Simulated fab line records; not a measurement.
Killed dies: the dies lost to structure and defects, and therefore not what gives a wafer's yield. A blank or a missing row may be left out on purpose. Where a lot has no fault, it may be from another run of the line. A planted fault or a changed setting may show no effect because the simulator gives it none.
Matching of chambers || flow n5_finfet || rie_si-02 running N5_SDB_CUT_ETCH_26: 4 sister chambers
The step etches Si in HBr/Cl2/O2, target depth 129.6 nm, bt time 20 s, time 51.8 s. 4 wafers are shown with their chamber, then 10 later ones without.

WAFERS PAIRED WITH THEIR CHAMBERS
{"wafer": "L088.1", "chamber": 1, "throttle_valve_pct (%)": 37.54}
{"wafer": "L088.3", "chamber": 2, "throttle_valve_pct (%)": 37.39}
{"wafer": "L091.2", "chamber": 0, "throttle_valve_pct (%)": 36.83}
{"wafer": "L091.3", "chamber": 3, "throttle_valve_pct (%)": 37.11}

WAFERS WITHOUT THEIR CHAMBER
{"wafer": "L091.6", "throttle_valve_pct (%)": 37.39}
{"wafer": "L092.1", "throttle_valve_pct (%)": 37.55}
{"wafer": "L092.2", "throttle_valve_pct (%)": 36.84}
{"wafer": "L092.3", "throttle_valve_pct (%)": 37.11}
{"wafer": "L095.2", "throttle_valve_pct (%)": 36.83}
{"wafer": "L095.3", "throttle_valve_pct (%)": 37.11}
{"wafer": "L095.4", "throttle_valve_pct (%)": 37.37}
{"wafer": "L096.2", "throttle_valve_pct (%)": 37.39}
{"wafer": "L096.4", "throttle_valve_pct (%)": 37.11}
{"wafer": "L096.6", "throttle_valve_pct (%)": 36.84}

CHAMBER TAKEN BY EACH
{"wafer": "L091.6", "from the rows above": 2, "in truth": 2}
{"wafer": "L092.1", "from the rows above": 1, "in truth": 1}
{"wafer": "L092.2", "from the rows above": 0, "in truth": 0}
{"wafer": "L092.3", "from the rows above": 3, "in truth": 3}
{"wafer": "L095.2", "from the rows above": 0, "in truth": 0}
{"wafer": "L095.3", "from the rows above": 3, "in truth": 3}
{"wafer": "L095.4", "from the rows above": 2, "in truth": 2}
{"wafer": "L096.2", "from the rows above": 2, "in truth": 2}
{"wafer": "L096.4", "from the rows above": 3, "in truth": 3}
{"wafer": "L096.6", "from the rows above": 0, "in truth": 0}
Correctly placed: 10 of 10. Left unplaced by these rows: 0. Placed wrongly: 0.
How it was worked out, from the rows above alone: a wafer's distance from a chamber is the root of the sum, over the readings, of the square of ((its reading less the chamber's mean) divided by the reading's scatter). If the next closest chamber is less than 2 further off than the closest, the wafer can't be placed; otherwise it belongs to the closest. The mean given for a chamber averages the wafers shown for that chamber. The scatter (one wafer shown for each chamber): square how far every hidden wafer sits from the nearest shown wafer, average those squares and take the square root.
